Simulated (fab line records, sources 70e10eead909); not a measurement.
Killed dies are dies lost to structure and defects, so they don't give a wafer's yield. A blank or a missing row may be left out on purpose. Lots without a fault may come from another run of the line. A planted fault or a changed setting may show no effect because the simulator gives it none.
Which tool did it? | flow nand_harc | 11 lots, 33 wafers sampled, at 7 steps of a route of 1159

WHAT THE GAUGES READ, wafer by wafer
NHARC_P_ZERO_WELL_CD_MEAS_11: target cd 500 nm. Usual: cd_nm 499.4 nm, standard deviation 1.4.
lot  | measured    | on        | cd_nm (nm)        | flag
L282 | day 1 19:15 | cd_sem-02 | 500.1 498.2 500.9 |
L286 | day 2 19:08 | cd_sem-02 | 500.6 501.0 499.3 |
L287 | day 3 01:16 | cd_sem-03 | 498.5 499.0 499.0 |
L290 | day 3 19:15 | cd_sem-02 | 498.3 498.3 497.1 |
L292 | day 4 07:14 | cd_sem-01 | 501.2 499.0 501.2 |
L294 | day 4 19:08 | cd_sem-03 | 500.2 499.4 499.5 |
L296 | day 5 07:09 | cd_sem-02 | 500.7 502.4 502.2 |
L297 | day 5 13:15 | cd_sem-03 | 497.1 498.9 498.8 |
L300 | day 6 07:07 | cd_sem-01 | 500.9 501.3 498.5 |
L302 | day 6 19:15 | cd_sem-02 | 498.7 499.4 496.7 |
L304 | day 7 07:07 | cd_sem-02 | 497.3 500.0 498.1 |

NHARC_P_ZERO_WELL_INSPECT_43. Usual: raw_defect_count 13, standard deviation 5.9.
lot  | measured    | on                | raw_defect_count | flag
L282 | day 2 01:27 | defect_inspect-02 | 14 23 11         |
L286 | day 3 01:31 | defect_inspect-02 | 14 16 13         |
L287 | day 3 07:44 | defect_inspect-01 | 11 14 8          |
L290 | day 4 01:31 | defect_inspect-02 | 953 933 962      | OFF
L292 | day 4 14:16 | defect_inspect-01 | 996 931 924      | OFF
L294 | day 5 02:07 | defect_inspect-02 | 15 10 13         |
L296 | day 5 13:29 | defect_inspect-01 | 15 9 15          |
L297 | day 5 19:20 | defect_inspect-01 | 18 5 15          |
L300 | day 6 13:22 | defect_inspect-01 | 9 17 19          |
L302 | day 7 01:41 | defect_inspect-02 | 10 8 14          |
L304 | day 7 13:23 | defect_inspect-02 | 7 10 3           |

NHARC_P_STI_INSPECT_11. Usual: raw_defect_count 5.6, standard deviation 3.
lot  | measured    | on                | raw_defect_count | flag
L282 | day 2 16:53 | defect_inspect-01 | 6 5 3            |
L286 | day 3 14:06 | defect_inspect-02 | 4 1 4            |
L287 | day 3 23:24 | defect_inspect-02 | 13 5 10          |
L290 | day 4 18:34 | defect_inspect-01 | 958 924 940      | OFF
L292 | day 5 08:28 | defect_inspect-02 | 962 898 916      | OFF
L294 | day 5 18:26 | defect_inspect-02 | 5 3 3            |
L296 | day 6 02:49 | defect_inspect-02 | 7 7 4            |
L297 | day 6 14:50 | defect_inspect-02 | 5 6 2            |
L300 | day 7 01:45 | defect_inspect-01 | 0 3 1            |
L302 | day 7 17:19 | defect_inspect-01 | 4 5 8            |
L304 | day 8 04:52 | defect_inspect-01 | 7 8 7            |

NHARC_END_SORT_01. Usual: killed_at_array 29, standard deviation 11; killed_at_other 0.6, standard deviation 0.89; killed_at_periphery 3.8, standard deviation 2.8; killed_dies 33, standard deviation 12; killed_open 3.5, standard deviation 1.9; killed_short 1.9, standard deviation 1.3.
lot  | measured     | on        | killed_at_array | killed_at_other | killed_at_periphery | killed_dies | killed_open | killed_short | flag
L290 | day 21 09:07 | prober-02 | 26 16 29        | 0 0 0           | 88 56 102           | 114 72 131  | 3 7 2       | 3 1 1        | OFF
L292 | day 22 08:41 | prober-02 | 21 27 39        | 0 1 0           | 96 56 101           | 117 84 140  | 4 7 4       | 0 1 2        | OFF
L296 | day 22 23:41 | prober-02 | 45 34 47        | 0 0 0           | 6 10 7              | 51 44 54    | 2 0 2       | 2 1 4        |

WHICH TOOL RAN EACH LOT (tool, then ch and the chambers of the sampled wafers, then the start)
lot  | NHARC_P_ZERO_WELL_ETCH_63       | NHARC_P_ZERO_WELL_PRECLEAN_68      | NHARC_P_GATE_DESCUM_48
L282 | rie_si-02 ch 0,1,2, day 1 19:40 | wet_bench-09 ch 1,3,6, day 2 00:22 | rie_diel-04 ch 0,2, day 5 01:55
L286 | rie_si-06 ch 2,3, day 2 19:33   | wet_bench-01 ch 0,5,7, day 3 00:23 | rie_diel-02 ch 0,1,2, day 6 07:22
L287 | rie_si-03 ch 0,3, day 3 01:41   | wet_bench-09 ch 0,3,7, day 3 06:38 | rie_diel-12 ch 2,3, day 6 14:48
L290 | rie_si-06 ch 0,1,3, day 3 19:41 | wet_bench-09 ch 2,3,7, day 4 00:28 | rie_diel-12 ch 0,1,2, day 7 09:04
L292 | rie_si-02 ch 1,2, day 4 07:40   | wet_bench-09 ch 2,3,4, day 4 12:34 | rie_diel-12 ch 0,3, day 8 13:53
L294 | rie_si-03 ch 0,1,2, day 4 20:08 | wet_bench-02 ch 2,3,6, day 5 01:02 | rie_diel-04 ch 1,2,3, day 8 12:54
L296 | rie_si-02 ch 2,3, day 5 07:34   | wet_bench-02 ch 2,6,7, day 5 12:18 | rie_diel-02 ch 1,2, day 8 23:01
L297 | rie_si-06 ch 1,2,3, day 5 13:40 | wet_bench-02 ch 1,2,7, day 5 18:17 | rie_diel-04 ch 2,3, day 9 09:12
L300 | rie_si-03 ch 0,1,2, day 6 07:32 | wet_bench-01 ch 0,1,4, day 6 12:17 | rie_diel-12 ch 1,3, day 9 19:32
L302 | rie_si-03 ch 0,2,3, day 6 19:40 | wet_bench-02 ch 0,2,4, day 7 00:37 | rie_diel-04 ch 0,2,3, day 10 05:33
L304 | rie_si-06 ch 0,2,3, day 7 07:32 | wet_bench-09 ch 2,4,7, day 7 12:19 | rie_diel-02 ch 1,2,3, day 10 22:20
- NHARC_P_ZERO_WELL_ETCH_63: etches the open film in HBr/Cl2, target depth 120 nm, time 40.1 s.
- NHARC_P_ZERO_WELL_PRECLEAN_68: cleans in SC1, time 60 s.
- NHARC_P_GATE_DESCUM_48: chemistry O2, time 3 s.

WHAT THE TOOLS THEMSELVES READ (means of the sampled wafers that have a number; where no wafer has one, the mark that the record gives instead)
NHARC_P_ZERO_WELL_ETCH_63. Usual: drypump_motor_current_A 6.0 A, standard deviation 0.5; oes_product_au 0.999 a.u., standard deviation 0.0068; rf_fwd_power_W 394.1 W, standard deviation 2; throttle_valve_pct 26.406 %, standard deviation 0.0094.
lot  | tool      | drypump_motor_current_A (A) | oes_product_au (a.u.) | rf_fwd_power_W (W) | throttle_valve_pct (%) | flag
L282 | rie_si-02 | 6.0                         | 0.999                 | 395.3              | 26.408                 |
L286 | rie_si-06 | 5.6                         | 0.995                 | 396.5              | 26.406                 |
L287 | rie_si-03 | 6.1                         | 0.994                 | 392.9              | 26.415                 |
L290 | rie_si-06 | 6.0                         | 0.997                 | 395.3              | 26.406                 |
L292 | rie_si-02 | 5.8                         | 1.003                 | 396.0              | 26.406                 |
L294 | rie_si-03 | 6.1                         | 1.002                 | 394.1              | 26.405                 |
L296 | rie_si-02 | 5.6                         | 1.000                 | 395.4              | 26.391                 |
L297 | rie_si-06 | 5.7                         | 1.003                 | 394.1              | 26.401                 |
L300 | rie_si-03 | 6.1                         | 0.992                 | 394.6              | 26.405                 |
L302 | rie_si-03 | 6.1                         | 0.997                 | 392.8              | 26.413                 |
L304 | rie_si-06 | 5.9                         | 0.998                 | 395.4              | 26.405                 |

NHARC_P_ZERO_WELL_PRECLEAN_68. Usual: diw_flow_mL_min 1415, standard deviation 4.6; nh4oh_flow_mL_min 28.30, standard deviation 0.089.
lot  | tool         | diw_flow_mL_min | nh4oh_flow_mL_min | flag
L282 | wet_bench-09 | 1415            | 28.27             |
L286 | wet_bench-01 | 1416            | 28.33             |
L287 | wet_bench-09 | 1417            | 28.34             |
L290 | wet_bench-09 | 1411            | 28.32             |
L292 | wet_bench-09 | 1417            | 28.40             |
L294 | wet_bench-02 | 1418            | 28.24             |
L296 | wet_bench-02 | 1413            | 28.24             |
L297 | wet_bench-02 | 1413            | 28.27             |
L300 | wet_bench-01 | 1418            | 28.27             |
L302 | wet_bench-02 | 1416            | 28.25             |
L304 | wet_bench-09 | 1415            | 28.20             |

NHARC_P_GATE_DESCUM_48. Usual: drypump_motor_current_A 5.6 A, standard deviation 0.32; oes_product_au 1.002 a.u., standard deviation 0.008; rf_vpp_V 57.8 V, standard deviation 0.91; showerhead_plenum_p_Torr 1.94 Torr, standard deviation 0.074; throttle_valve_pct 11.311 %, standard deviation 0.0097.
lot  | tool        | drypump_motor_current_A (A) | oes_product_au (a.u.) | rf_vpp_V (V) | showerhead_plenum_p_Torr (Torr) | throttle_valve_pct (%) | flag
L282 | rie_diel-04 | 5.3                         | 0.999                 | 57.9         | 1.90                            | 11.295                 |
L286 | rie_diel-02 | 5.9                         | 0.992                 | 58.4         | 1.99                            | 11.314                 |
L287 | rie_diel-12 | 5.6                         | 1.006                 | 57.6         | 1.85                            | 11.311                 |
L290 | rie_diel-12 | 5.7                         | 1.009                 | 59.3         | 1.93                            | 11.308                 |
L292 | rie_diel-12 | 5.5                         | 1.007                 | 58.5         | 1.96                            | 11.310                 |
L294 | rie_diel-04 | 5.4                         | 0.999                 | 57.7         | 2.00                            | 11.314                 |
L296 | rie_diel-02 | 5.9                         | 0.996                 | 57.2         | 1.94                            | 11.311                 |
L297 | rie_diel-04 | 5.5                         | 1.010                 | 58.2         | 1.97                            | 11.307                 |
L300 | rie_diel-12 | 5.7                         | 1.000                 | 57.2         | 1.89                            | 11.309                 |
L302 | rie_diel-04 | 5.4                         | 1.010                 | 57.5         | 1.92                            | 11.305                 |
L304 | rie_diel-02 | 5.6                         | 0.991                 | 57.2         | 1.94                            | 11.318                 |

THE ANSWER, worked out from the rows above alone
Rule: a lot is off if the mean of its wafers that have a number lies more than 3 standard deviations from the usual mean. A lot without any number at a reading at which 4 lots or more have one is off too. The other lots that the step has rows for count as sound. The gauges are gone through in route order, then the tools' own readings, and for those a lot's mean is taken as printed above. The first step at which some lot is off is used, and at that step the reading that is off furthest; a lot without a number counts as furthest.
Off: L290, L292, at NHARC_P_ZERO_WELL_INSPECT_43 (raw_defect_count).
A tool fits if, at a process step before that reading, it ran every lot that is off, and no sound lot after the first of them. The gauges at NHARC_P_ZERO_WELL_INSPECT_43 aren't tried: what is off there is off at NHARC_END_SORT_01 too, on other tools, and a gauge's error can't cause that. None of those tried fits.

WHAT THE SIMULATOR HAD PUT IN
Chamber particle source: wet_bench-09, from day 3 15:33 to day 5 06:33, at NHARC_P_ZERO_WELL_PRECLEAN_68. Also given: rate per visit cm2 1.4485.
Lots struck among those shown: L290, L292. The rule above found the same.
